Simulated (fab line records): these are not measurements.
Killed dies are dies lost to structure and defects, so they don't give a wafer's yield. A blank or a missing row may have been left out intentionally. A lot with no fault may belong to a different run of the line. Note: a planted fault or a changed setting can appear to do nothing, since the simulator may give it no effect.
fab line records / flow nand_harc / part 2 of 2: steps 30 to 37 of 37
[record] lots = 5 wafers = 15 last_day = 33
route steps=1302 shown P_M1@301 P_M2@318
lots that met no fault: from a run of the same line without faults
start_h: the number of hours between the record's first day and the start of the first shown wafer of the lot / wait_h: hours elapsed since this lot's preceding step / " identical to the entry in the row above / L1.1+2: a row that stands for several wafers / - no value, or no start given / * or withheld: withheld / < > ~ a bound
route shown NAME@n: names a module that has steps shown in the file, with the first one's number in the route / usual: the fault-free wafers' mean and standard deviation / same: alike in all rows / chamber/n: place in a boat / sites: each site's reading / _std_site: standard deviation across them / _edge_site: outer sites' mean less inner sites' / radius_mm: for every site, how far away it sits from the centre of the wafer / mask NAME#n: copy n / behind: the most recent tool/chamber to have shaped the wafer / hold: why the lot went on hold/how many hours it stayed there/how the hold came to an end / device: which transistor (n, p or np) failed to switch / end of line: the tests these same wafers got at the end of their route / a step with no rows: only its recipe / killed: at the first sort, the dies lost to defects and structure; wafer yield is something else / map: dies across one wafer; x = killed, . = not, _ = none there
set.NAME: the setting as run; set.NAME@STEP: as run at that earlier step / model.NAME: the simulator's own value behind a step, which no gauge read
lots seen at some steps along the route; tables by step, rows by wafer
services: when a tool's chamber went out of use (start_h, in hours from the record's first day, below 0 if earlier), for how many hours, and the reason
[[steps]]
[step NHARC_P_M2_DESCUM_14]
[recipe] time_s = 3 o2_flow_sccm = 200 ar_flow_sccm = 0 bias_power_w = 0 chemistry = O2
[usual] drypump_motor_current_A = 5.6/0.52 oes_product_au = 1.003/0.0076 rf_vpp_V = 57.7/0.85 showerhead_plenum_p_Torr = 1.90/0.096 throttle_valve_pct = 11.312/0.0087
lot.wafer=L080.3 tool=rie_diel-03 chamber=2 start_h=194.80 wait_h=0.1 drypump_motor_current_A=5.6 oes_product_au=0.989 rf_hours_counter_h=4.8 rf_vpp_V=57.7 showerhead_plenum_p_Torr=1.80 throttle_valve_pct=11.310
lot.wafer=L080.2 tool=rie_diel-03 chamber=3 start_h=194.80 wait_h=0.1 drypump_motor_current_A=5.3 oes_product_au=0.990 rf_hours_counter_h=5.0 rf_vpp_V=58.5 showerhead_plenum_p_Torr=1.86 throttle_valve_pct=11.321
lot.wafer=L080.6 tool=rie_diel-03 chamber=1 start_h=194.80 wait_h=0.1 drypump_motor_current_A=6.5 oes_product_au=0.994 rf_hours_counter_h=- rf_vpp_V=57.2 showerhead_plenum_p_Torr=1.84 throttle_valve_pct=11.299
lot.wafer=L082.1 tool=rie_diel-03 chamber=1 start_h=212.15 wait_h=0.1 drypump_motor_current_A=6.4 oes_product_au=1.004 rf_hours_counter_h=4.6 rf_vpp_V=56.5 showerhead_plenum_p_Torr=1.84 throttle_valve_pct=11.321
lot.wafer=L082.4 tool=rie_diel-03 chamber=2 start_h=212.15 wait_h=0.1 drypump_motor_current_A=5.6 oes_product_au=1.007 rf_hours_counter_h=5.4 rf_vpp_V=57.5 showerhead_plenum_p_Torr=1.80 throttle_valve_pct=11.329
lot.wafer=L082.3 tool=rie_diel-03 chamber=3 start_h=212.15 wait_h=0.1 drypump_motor_current_A=5.3 oes_product_au=1.003 rf_hours_counter_h=5.6 rf_vpp_V=58.2 showerhead_plenum_p_Torr=1.86 throttle_valve_pct=11.295
lot.wafer=L084.2 tool=rie_diel-01 chamber=3 start_h=238.38 wait_h=0.1 drypump_motor_current_A=5.2 oes_product_au=1.018 rf_hours_counter_h=0.9 rf_vpp_V=57.2 showerhead_plenum_p_Torr=1.99 throttle_valve_pct=11.312
lot.wafer=L084.1 tool=rie_diel-01 chamber=1 start_h=238.38 wait_h=0.1 drypump_motor_current_A=5.3 oes_product_au=1.011 rf_hours_counter_h=1.0 rf_vpp_V=58.2 showerhead_plenum_p_Torr=1.99 throttle_valve_pct=11.307
lot.wafer=L084.6 tool=rie_diel-01 chamber=3 start_h=238.38 wait_h=0.1 drypump_motor_current_A=5.2 oes_product_au=1.003 rf_hours_counter_h=- rf_vpp_V=58.0 showerhead_plenum_p_Torr=1.99 throttle_valve_pct=11.318
lot.wafer=L089.1 tool=rie_diel-01 chamber=0 start_h=279.12 wait_h=0.1 drypump_motor_current_A=5.0 oes_product_au=0.997 rf_hours_counter_h=3.1 rf_vpp_V=58.7 showerhead_plenum_p_Torr=2.05 throttle_valve_pct=11.317
lot.wafer=L089.2 tool=rie_diel-01 chamber=1 start_h=279.12 wait_h=0.1 drypump_motor_current_A=5.2 oes_product_au=0.995 rf_hours_counter_h=3.7 rf_vpp_V=59.9 showerhead_plenum_p_Torr=1.99 throttle_valve_pct=11.320
lot.wafer=L089.3 tool=rie_diel-01 chamber=3 start_h=279.12 wait_h=0.1 drypump_motor_current_A=5.2 oes_product_au=0.989 rf_hours_counter_h=2.3 rf_vpp_V=57.3 showerhead_plenum_p_Torr=1.99 throttle_valve_pct=11.316
lot.wafer=L094.1 tool=rie_diel-05 chamber=3 start_h=340.35 wait_h=0.1 drypump_motor_current_A=6.0 oes_product_au=1.004 rf_hours_counter_h=4.2 rf_vpp_V=58.2 showerhead_plenum_p_Torr=1.78 throttle_valve_pct=11.313
lot.wafer=L094.4 tool=rie_diel-05 chamber=1 start_h=340.35 wait_h=0.1 drypump_motor_current_A=5.5 oes_product_au=1.015 rf_hours_counter_h=5.1 rf_vpp_V=58.5 showerhead_plenum_p_Torr=1.93 throttle_valve_pct=11.314
lot.wafer=L094.6 tool=rie_diel-05 chamber=3 start_h=340.35 wait_h=0.1 drypump_motor_current_A=5.9 oes_product_au=0.990 rf_hours_counter_h=- rf_vpp_V=55.5 showerhead_plenum_p_Torr=1.78 throttle_valve_pct=11.309
[step NHARC_P_M2_ETCH_35]
[recipe] target_depth_a = 400 overetch_a = 120 time_s = 43.94 ion_energy_ev = 200 n2_flow_sccm = 150 h2_flow_sccm = 150 ar_flow_sccm = 0 rf_w = 400 bias_w = 150 chemistry = N2/H2
[usual] drypump_motor_current_A = 5.6/0.5 oes_product_au = 1.003/0.0077 rf_vpp_V = 430.2/3 showerhead_plenum_p_Torr = 2.03/0.11 throttle_valve_pct = 14.171/0.008
lot.wafer=L080.2 tool=rie_diel-03 chamber=0 start_h=194.88 wait_h=0.1 drypump_motor_current_A=6.3 oes_product_au=1.007 rf_hours_counter_h=5.0 rf_vpp_V=426.3 showerhead_plenum_p_Torr=1.92 throttle_valve_pct=14.164
lot.wafer=L080.3 tool=rie_diel-03 chamber=1 start_h=194.88 wait_h=0.1 drypump_motor_current_A=6.4 oes_product_au=0.992 rf_hours_counter_h=4.2 rf_vpp_V=429.4 showerhead_plenum_p_Torr=1.96 throttle_valve_pct=14.163
lot.wafer=L080.6 tool=rie_diel-03 chamber=3 start_h=194.88 wait_h=0.1 drypump_motor_current_A=5.3 oes_product_au=0.991 rf_hours_counter_h=- rf_vpp_V=427.7 showerhead_plenum_p_Torr=1.98 throttle_valve_pct=14.169
lot.wafer=L082.4 tool=rie_diel-03 chamber=3 start_h=212.23 wait_h=0.1 drypump_motor_current_A=5.3 oes_product_au=1.004 rf_hours_counter_h=5.6 rf_vpp_V=428.4 showerhead_plenum_p_Torr=1.98 throttle_valve_pct=14.173
lot.wafer=L082.1 tool=rie_diel-03 chamber=0 start_h=212.23 wait_h=0.1 drypump_motor_current_A=6.3 oes_product_au=1.002 rf_hours_counter_h=5.5 rf_vpp_V=427.5 showerhead_plenum_p_Torr=1.92 throttle_valve_pct=14.178
lot.wafer=L082.3 tool=rie_diel-03 chamber=2 start_h=212.23 wait_h=0.1 drypump_motor_current_A=5.6 oes_product_au=1.002 rf_hours_counter_h=5.4 rf_vpp_V=428.9 showerhead_plenum_p_Torr=1.92 throttle_valve_pct=14.149
lot.wafer=L084.1 tool=rie_diel-01 chamber=0 start_h=238.45 wait_h=0.1 drypump_motor_current_A=5.0 oes_product_au=1.016 rf_hours_counter_h=0.9 rf_vpp_V=434.6 showerhead_plenum_p_Torr=2.19 throttle_valve_pct=14.158
lot.wafer=L084.2 tool=rie_diel-01 chamber=1 start_h=238.45 wait_h=0.1 drypump_motor_current_A=5.2 oes_product_au=1.011 rf_hours_counter_h=1.0 rf_vpp_V=432.9 showerhead_plenum_p_Torr=2.13 throttle_valve_pct=14.169
lot.wafer=L084.6 tool=rie_diel-01 chamber=1 start_h=238.45 wait_h=0.1 drypump_motor_current_A=5.2 oes_product_au=1.008 rf_hours_counter_h=- rf_vpp_V=432.8 showerhead_plenum_p_Torr=2.13 throttle_valve_pct=14.175
lot.wafer=L089.2 tool=rie_diel-01 chamber=3 start_h=279.21 wait_h=0.1 drypump_motor_current_A=5.2 oes_product_au=1.001 rf_hours_counter_h=2.3 rf_vpp_V=434.1 showerhead_plenum_p_Torr=2.13 throttle_valve_pct=14.177
lot.wafer=L089.1 tool=rie_diel-01 chamber=1 start_h=279.21 wait_h=0.1 drypump_motor_current_A=5.2 oes_product_au=1.009 rf_hours_counter_h=3.7 rf_vpp_V=431.4 showerhead_plenum_p_Torr=2.13 throttle_valve_pct=14.169
lot.wafer=L089.3 tool=rie_diel-01 chamber=2 start_h=279.21 wait_h=0.1 drypump_motor_current_A=6.2 oes_product_au=0.989 rf_hours_counter_h=3.6 rf_vpp_V=429.0 showerhead_plenum_p_Torr=1.94 throttle_valve_pct=14.166
lot.wafer=L094.4 tool=rie_diel-05 chamber=0 start_h=340.43 wait_h=0.1 drypump_motor_current_A=5.1 oes_product_au=0.994 rf_hours_counter_h=4.9 rf_vpp_V=433.9 showerhead_plenum_p_Torr=2.17 throttle_valve_pct=14.169
lot.wafer=L094.1 tool=rie_diel-05 chamber=2 start_h=340.43 wait_h=0.1 drypump_motor_current_A=5.8 oes_product_au=0.998 rf_hours_counter_h=4.4 rf_vpp_V=432.3 showerhead_plenum_p_Torr=2.17 throttle_valve_pct=14.163
lot.wafer=L094.6 tool=rie_diel-05 chamber=3 start_h=340.43 wait_h=0.1 drypump_motor_current_A=6.0 oes_product_au=0.994 rf_hours_counter_h=- rf_vpp_V=426.4 showerhead_plenum_p_Torr=1.89 throttle_valve_pct=14.177
[step NHARC_P_M2_ETCH_15]
[recipe] target_depth_a = 1825 time_s = 91.2 c4f8_flow_sccm = withheld ar_flow_sccm = 400 rf_w = 600 bias_w = 300 chemistry = C4F8/Ar
[usual] oes_product_au = 0.939/0.019 rf_vpp_V = 440/3.1
lot.wafer=L080.2 tool=rie_diel-03 chamber=0 start_h=- wait_h=- oes_product_au=0.937 rf_hours_counter_h=5.0 rf_vpp_V=438
lot.wafer=L080.3 tool=rie_diel-03 chamber=3 start_h=- wait_h=- oes_product_au=0.922 rf_hours_counter_h=5.0 rf_vpp_V=439
lot.wafer=L080.6 tool=rie_diel-03 chamber=1 start_h=- wait_h=- oes_product_au=0.923 rf_hours_counter_h=- rf_vpp_V=439
lot.wafer=L082.3 tool=rie_diel-03 chamber=0 start_h=- wait_h=- oes_product_au=0.927 rf_hours_counter_h=5.5 rf_vpp_V=437
lot.wafer=L082.4 tool=rie_diel-03 chamber=2 start_h=- wait_h=- oes_product_au=0.926 rf_hours_counter_h=5.4 rf_vpp_V=438
lot.wafer=L082.1 tool=rie_diel-03 chamber=3 start_h=- wait_h=- oes_product_au=0.923 rf_hours_counter_h=5.6 rf_vpp_V=438
lot.wafer=L084.2 tool=rie_diel-01 chamber=0 start_h=- wait_h=- oes_product_au=0.960 rf_hours_counter_h=1.0 rf_vpp_V=445
lot.wafer=L084.1 tool=rie_diel-01 chamber=1 start_h=- wait_h=- oes_product_au=0.955 rf_hours_counter_h=1.1 rf_vpp_V=443
lot.wafer=L084.6 tool=rie_diel-01 chamber=3 start_h=- wait_h=- oes_product_au=0.946 rf_hours_counter_h=- rf_vpp_V=443
lot.wafer=L089.3 tool=rie_diel-01 chamber=0 start_h=- wait_h=- oes_product_au=0.974 rf_hours_counter_h=3.2 rf_vpp_V=444
lot.wafer=L089.2 tool=rie_diel-01 chamber=1 start_h=- wait_h=- oes_product_au=0.964 rf_hours_counter_h=3.7 rf_vpp_V=442
lot.wafer=L089.1 tool=rie_diel-01 chamber=2 start_h=- wait_h=- oes_product_au=0.981 rf_hours_counter_h=3.6 rf_vpp_V=437
lot.wafer=L094.1 tool=rie_diel-05 chamber=2 start_h=- wait_h=- oes_product_au=0.934 rf_hours_counter_h=4.4 rf_vpp_V=445
lot.wafer=L094.4 tool=rie_diel-05 chamber=3 start_h=- wait_h=- oes_product_au=0.917 rf_hours_counter_h=4.2 rf_vpp_V=437
lot.wafer=L094.6 tool=rie_diel-05 chamber=2 start_h=- wait_h=- oes_product_au=0.915 rf_hours_counter_h=- rf_vpp_V=445
[step NHARC_P_M2_CD_MEAS_16]
[usual] cd_nm = 169.8/0.57
lot.wafer=L080.2 tool=cd_sem-03 chamber=- start_h=195.10 wait_h=- cd_nm=168.9
lot.wafer=L080.3 tool=cd_sem-03 chamber=- start_h=195.10 wait_h=- cd_nm=168.9
lot.wafer=L080.6 tool=cd_sem-03 chamber=- start_h=195.10 wait_h=- cd_nm=169.1
lot.wafer=L082.1 tool=cd_sem-02 chamber=- start_h=212.45 wait_h=- cd_nm=170.0
lot.wafer=L082.3 tool=cd_sem-02 chamber=- start_h=212.45 wait_h=- cd_nm=169.6
lot.wafer=L082.4 tool=cd_sem-02 chamber=- start_h=212.45 wait_h=- cd_nm=168.7
lot.wafer=L084.1 tool=cd_sem-03 chamber=- start_h=238.67 wait_h=- cd_nm=169.3
lot.wafer=L084.2 tool=cd_sem-03 chamber=- start_h=238.67 wait_h=- cd_nm=170.0
lot.wafer=L084.6 tool=cd_sem-03 chamber=- start_h=238.67 wait_h=- cd_nm=169.1
lot.wafer=L089.1 tool=cd_sem-01 chamber=- start_h=279.43 wait_h=- cd_nm=169.7
lot.wafer=L089.2 tool=cd_sem-01 chamber=- start_h=279.43 wait_h=- cd_nm=169.8
lot.wafer=L089.3 tool=cd_sem-01 chamber=- start_h=279.43 wait_h=- cd_nm=169.7
lot.wafer=L094.1 tool=cd_sem-03 chamber=- start_h=340.65 wait_h=- cd_nm=169.4
lot.wafer=L094.4 tool=cd_sem-03 chamber=- start_h=340.65 wait_h=- cd_nm=170.5
lot.wafer=L094.6 tool=cd_sem-03 chamber=- start_h=340.65 wait_h=- cd_nm=170.3
[step NHARC_P_M2_STRIP_18]
[recipe] power_w = 1000 n2_flow_sccm = 150 h2_flow_sccm = 150 ar_flow_sccm = 0 bias_w = 0 chemistry = N2/H2
[usual] drypump_motor_current_A = 5.5/0.45 oes_product_au = 1.002/0.0085 rf_vpp_V = 90.8/1 showerhead_plenum_p_Torr = 2.08/0.1 throttle_valve_pct = 14.172/0.009
lot.wafer=L080.2 tool=rie_diel-01 chamber=1 start_h=195.19 wait_h=0.1 drypump_motor_current_A=5.2 oes_product_au=0.997 rf_hours_counter_h=7.8 rf_vpp_V=89.4 showerhead_plenum_p_Torr=2.13 throttle_valve_pct=14.169
lot.wafer=L080.3 tool=rie_diel-01 chamber=2 start_h=195.19 wait_h=0.1 drypump_motor_current_A=6.2 oes_product_au=0.999 rf_hours_counter_h=7.3 rf_vpp_V=89.1 showerhead_plenum_p_Torr=1.94 throttle_valve_pct=14.181
lot.wafer=L080.6 tool=rie_diel-01 chamber=1 start_h=195.19 wait_h=0.1 drypump_motor_current_A=5.2 oes_product_au=1.011 rf_hours_counter_h=- rf_vpp_V=90.5 showerhead_plenum_p_Torr=2.13 throttle_valve_pct=14.159
lot.wafer=L082.3 tool=rie_diel-05 chamber=1 start_h=212.52 wait_h=0.1 drypump_motor_current_A=5.4 oes_product_au=1.005 rf_hours_counter_h=5.5 rf_vpp_V=90.2 showerhead_plenum_p_Torr=2.06 throttle_valve_pct=14.173
lot.wafer=L082.1 tool=rie_diel-05 chamber=3 start_h=212.52 wait_h=0.1 drypump_motor_current_A=6.0 oes_product_au=0.987 rf_hours_counter_h=7.2 rf_vpp_V=89.6 showerhead_plenum_p_Torr=1.89 throttle_valve_pct=14.178
lot.wafer=L082.4 tool=rie_diel-05 chamber=0 start_h=212.52 wait_h=0.1 drypump_motor_current_A=5.1 oes_product_au=0.995 rf_hours_counter_h=7.0 rf_vpp_V=90.4 showerhead_plenum_p_Torr=2.17 throttle_valve_pct=14.168
lot.wafer=L084.1 tool=rie_diel-05 chamber=2 start_h=238.77 wait_h=0.1 drypump_motor_current_A=5.7 oes_product_au=0.993 rf_hours_counter_h=0.0 rf_vpp_V=90.8 showerhead_plenum_p_Torr=2.17 throttle_valve_pct=14.174
lot.wafer=L084.2 tool=rie_diel-05 chamber=3 start_h=238.77 wait_h=0.1 drypump_motor_current_A=6.0 oes_product_au=0.986 rf_hours_counter_h=0.0 rf_vpp_V=90.2 showerhead_plenum_p_Torr=1.89 throttle_valve_pct=14.178
lot.wafer=L084.6 tool=rie_diel-05 chamber=2 start_h=238.77 wait_h=0.1 drypump_motor_current_A=5.8 oes_product_au=0.998 rf_hours_counter_h=- rf_vpp_V=91.8 showerhead_plenum_p_Torr=2.17 throttle_valve_pct=14.169
lot.wafer=L089.1 tool=rie_diel-05 chamber=3 start_h=279.50 wait_h=0.1 drypump_motor_current_A=6.0 oes_product_au=0.987 rf_hours_counter_h=1.7 rf_vpp_V=89.5 showerhead_plenum_p_Torr=1.89 throttle_valve_pct=14.174
lot.wafer=L089.3 tool=rie_diel-05 chamber=0 start_h=279.50 wait_h=0.1 drypump_motor_current_A=5.1 oes_product_au=0.987 rf_hours_counter_h=1.7 rf_vpp_V=92.1 showerhead_plenum_p_Torr=2.17 throttle_valve_pct=14.178
lot.wafer=L089.2 tool=rie_diel-05 chamber=1 start_h=279.50 wait_h=0.1 drypump_motor_current_A=5.4 oes_product_au=1.012 rf_hours_counter_h=2.3 rf_vpp_V=89.9 showerhead_plenum_p_Torr=2.06 throttle_valve_pct=14.175
lot.wafer=L094.4 tool=rie_diel-01 chamber=2 start_h=340.74 wait_h=0.1 drypump_motor_current_A=6.2 oes_product_au=0.992 rf_hours_counter_h=5.9 rf_vpp_V=89.9 showerhead_plenum_p_Torr=1.94 throttle_valve_pct=14.190
lot.wafer=L094.1 tool=rie_diel-01 chamber=3 start_h=340.74 wait_h=0.1 drypump_motor_current_A=5.2 oes_product_au=1.003 rf_hours_counter_h=3.8 rf_vpp_V=90.4 showerhead_plenum_p_Torr=2.13 throttle_valve_pct=14.176
lot.wafer=L094.6 tool=rie_diel-01 chamber=3 start_h=340.74 wait_h=0.1 drypump_motor_current_A=5.2 oes_product_au=0.988 rf_hours_counter_h=- rf_vpp_V=91.0 showerhead_plenum_p_Torr=2.13 throttle_valve_pct=14.185
[step NHARC_P_M2_ETCH_28]
[recipe] target_depth_a = 300 over_etch_frac = 0.3 time_s = 72.99 ion_energy_ev = 150 cf4_flow_sccm = 50 n2_flow_sccm = 100 ar_flow_sccm = 150 rf_w = 300 bias_w = 100 chemistry = CF4/N2
[usual] drypump_motor_current_A = 5.5/0.47 oes_product_au = 1.001/0.0084 rf_vpp_V = 315.0/2.3 showerhead_plenum_p_Torr = 2.67/0.12 throttle_valve_pct = 19.794/0.0095
lot.wafer=L080.3 tool=rie_diel-01 chamber=0 start_h=- wait_h=- drypump_motor_current_A=5.0 oes_product_au=1.011 rf_hours_counter_h=9.9 rf_vpp_V=317.3 showerhead_plenum_p_Torr=2.81 throttle_valve_pct=19.805
lot.wafer=L080.2 tool=rie_diel-01 chamber=2 start_h=- wait_h=- drypump_motor_current_A=6.2 oes_product_au=0.999 rf_hours_counter_h=7.3 rf_vpp_V=313.0 showerhead_plenum_p_Torr=2.51 throttle_valve_pct=19.775
lot.wafer=L080.6 tool=rie_diel-01 chamber=1 start_h=- wait_h=- drypump_motor_current_A=5.2 oes_product_au=1.002 rf_hours_counter_h=- rf_vpp_V=315.3 showerhead_plenum_p_Torr=2.73 throttle_valve_pct=19.800
lot.wafer=L082.4 tool=rie_diel-05 chamber=1 start_h=- wait_h=- drypump_motor_current_A=5.4 oes_product_au=1.015 rf_hours_counter_h=5.5 rf_vpp_V=315.6 showerhead_plenum_p_Torr=2.65 throttle_valve_pct=19.811
lot.wafer=L082.3 tool=rie_diel-05 chamber=2 start_h=- wait_h=- drypump_motor_current_A=5.8 oes_product_au=0.985 rf_hours_counter_h=5.0 rf_vpp_V=315.2 showerhead_plenum_p_Torr=2.78 throttle_valve_pct=19.798
lot.wafer=L082.1 tool=rie_diel-05 chamber=3 start_h=- wait_h=- drypump_motor_current_A=6.0 oes_product_au=0.991 rf_hours_counter_h=7.2 rf_vpp_V=311.5 showerhead_plenum_p_Torr=2.45 throttle_valve_pct=19.798
lot.wafer=L084.2 tool=rie_diel-05 chamber=1 start_h=- wait_h=- drypump_motor_current_A=5.4 oes_product_au=1.021 rf_hours_counter_h=0.1 rf_vpp_V=314.5 showerhead_plenum_p_Torr=2.65 throttle_valve_pct=19.811
lot.wafer=L084.1 tool=rie_diel-05 chamber=2 start_h=- wait_h=- drypump_motor_current_A=5.8 oes_product_au=1.003 rf_hours_counter_h=0.1 rf_vpp_V=316.5 showerhead_plenum_p_Torr=2.78 throttle_valve_pct=19.815
lot.wafer=L084.6 tool=rie_diel-05 chamber=3 start_h=- wait_h=- drypump_motor_current_A=6.0 oes_product_au=1.001 rf_hours_counter_h=- rf_vpp_V=312.6 showerhead_plenum_p_Torr=2.45 throttle_valve_pct=19.784
lot.wafer=L089.2 tool=rie_diel-05 chamber=2 start_h=- wait_h=- drypump_motor_current_A=5.8 oes_product_au=0.987 rf_hours_counter_h=2.2 rf_vpp_V=315.8 showerhead_plenum_p_Torr=2.78 throttle_valve_pct=19.787
lot.wafer=L089.3 tool=rie_diel-05 chamber=0 start_h=- wait_h=- drypump_motor_current_A=5.1 oes_product_au=1.003 rf_hours_counter_h=1.8 rf_vpp_V=316.8 showerhead_plenum_p_Torr=2.78 throttle_valve_pct=19.798
lot.wafer=L089.1 tool=rie_diel-05 chamber=1 start_h=- wait_h=- drypump_motor_current_A=5.4 oes_product_au=1.022 rf_hours_counter_h=2.3 rf_vpp_V=314.7 showerhead_plenum_p_Torr=2.65 throttle_valve_pct=19.796
lot.wafer=L094.1 tool=rie_diel-01 chamber=3 start_h=- wait_h=- drypump_motor_current_A=5.2 oes_product_au=0.997 rf_hours_counter_h=3.8 rf_vpp_V=315.9 showerhead_plenum_p_Torr=2.73 throttle_valve_pct=19.795
lot.wafer=L094.4 tool=rie_diel-01 chamber=0 start_h=- wait_h=- drypump_motor_current_A=5.0 oes_product_au=1.007 rf_hours_counter_h=5.1 rf_vpp_V=317.5 showerhead_plenum_p_Torr=2.81 throttle_valve_pct=19.794
lot.wafer=L094.6 tool=rie_diel-01 chamber=1 start_h=- wait_h=- drypump_motor_current_A=5.2 oes_product_au=1.002 rf_hours_counter_h=- rf_vpp_V=316.1 showerhead_plenum_p_Torr=2.73 throttle_valve_pct=19.797
[step NHARC_P_M2_STRIP_19]
[recipe] time_s = 600 temp_c = 30 chemistry = post_etch_residue_remover
lot.wafer=L080.2+6+3 tool=wet_bench-10 chamber=4,5,6 start_h=195.55 wait_h=-
lot.wafer=L082.1+4+3 tool=wet_bench-10 chamber=4,7,0 start_h=212.90 wait_h=-
lot.wafer=L084.6+2+1 tool=wet_bench-10 chamber=3,5,7 start_h=239.13 wait_h=-
lot.wafer=L089.3+1+2 tool=wet_bench-08 chamber=0,3,4 start_h=279.88 wait_h=-
lot.wafer=L094.4+6+1 tool=wet_bench-10 chamber=5,7,0 start_h=341.11 wait_h=-
[step NHARC_P_M2_DEGAS_29]
[recipe] temp_c = 250 time_s = 60
[usual] heater_power_w = 343/26
lot.wafer=L080.2 tool=pvd_sputter-03 chamber=- start_h=195.82 wait_h=- heater_power_w=332
lot.wafer=L080.3 tool=pvd_sputter-03 chamber=- start_h=195.82 wait_h=- heater_power_w=381
lot.wafer=L080.6 tool=pvd_sputter-03 chamber=- start_h=195.82 wait_h=- heater_power_w=311
lot.wafer=L082.4 tool=pvd_sputter-03 chamber=- start_h=213.16 wait_h=- heater_power_w=374
lot.wafer=L082.3 tool=pvd_sputter-03 chamber=- start_h=213.16 wait_h=- heater_power_w=322
lot.wafer=L082.1 tool=pvd_sputter-03 chamber=- start_h=213.16 wait_h=- heater_power_w=336
lot.wafer=L084.2 tool=pvd_sputter-01 chamber=- start_h=239.43 wait_h=- heater_power_w=314
lot.wafer=L084.1 tool=pvd_sputter-01 chamber=- start_h=239.43 wait_h=- heater_power_w=378
lot.wafer=L084.6 tool=pvd_sputter-01 chamber=- start_h=239.43 wait_h=- heater_power_w=364
lot.wafer=L089.3 tool=pvd_sputter-03 chamber=- start_h=280.15 wait_h=- heater_power_w=369
lot.wafer=L089.1 tool=pvd_sputter-03 chamber=- start_h=280.15 wait_h=- heater_power_w=312
lot.wafer=L089.2 tool=pvd_sputter-03 chamber=- start_h=280.15 wait_h=- heater_power_w=338
lot.wafer=L094.4 tool=pvd_sputter-01 chamber=- start_h=341.38 wait_h=- heater_power_w=378
lot.wafer=L094.1 tool=pvd_sputter-01 chamber=- start_h=341.38 wait_h=- heater_power_w=305
lot.wafer=L094.6 tool=pvd_sputter-01 chamber=- start_h=341.38 wait_h=- heater_power_w=372
[[services]]
tool=pvd_sputter-03 chamber=- start_h=170.01 hours=10.0 kind=pm
tool=rie_diel-05 chamber=2 start_h=170.88 hours=8.3 kind=repair
tool=rie_diel-01 chamber=1 start_h=171.73 hours=9.5 kind=repair
tool=rie_diel-08 chamber=- start_h=177.81 hours=0.2 kind=repair
tool=litho_track-06 chamber=- start_h=179.00 hours=7.0 kind=pm
tool=rie_diel-08 chamber=0 start_h=183.08 hours=5.2 kind=repair
tool=pecvd-03 chamber=- start_h=185.25 hours=13.0 kind=pm
tool=rie_diel-01 chamber=2 start_h=186.19 hours=5.9 kind=repair
tool=rie_diel-08 chamber=- start_h=190.80 hours=9.0 kind=pm
tool=rie_diel-01 chamber=0 start_h=192.01 hours=2.4 kind=repair
tool=rie_diel-01 chamber=- start_h=203.80 hours=9.0 kind=pm
tool=pvd_sputter-01 chamber=- start_h=226.00 hours=10.0 kind=pm
tool=pecvd-04 chamber=0 start_h=228.27 hours=3.9 kind=repair
tool=rie_diel-05 chamber=- start_h=229.60 hours=9.0 kind=pm
tool=pvd_sputter-03 chamber=- start_h=231.56 hours=1.0 kind=repair
tool=rie_diel-01 chamber=3 start_h=250.10 hours=11.1 kind=repair
tool=pecvd-04 chamber=- start_h=269.51 hours=13.0 kind=pm
tool=rie_diel-03 chamber=- start_h=281.30 hours=9.0 kind=pm
tool=rie_diel-01 chamber=3 start_h=281.96 hours=4.6 kind=repair
tool=wet_bench-08 chamber=- start_h=294.40 hours=8.0 kind=pm
tool=pecvd-04 chamber=- start_h=294.63 hours=0.5 kind=repair
tool=pvd_sputter-03 chamber=- start_h=298.60 hours=0.5 kind=repair
tool=wet_bench-10 chamber=- start_h=311.20 hours=8.0 kind=pm
tool=litho_track-01 chamber=- start_h=330.00 hours=7.0 kind=pm
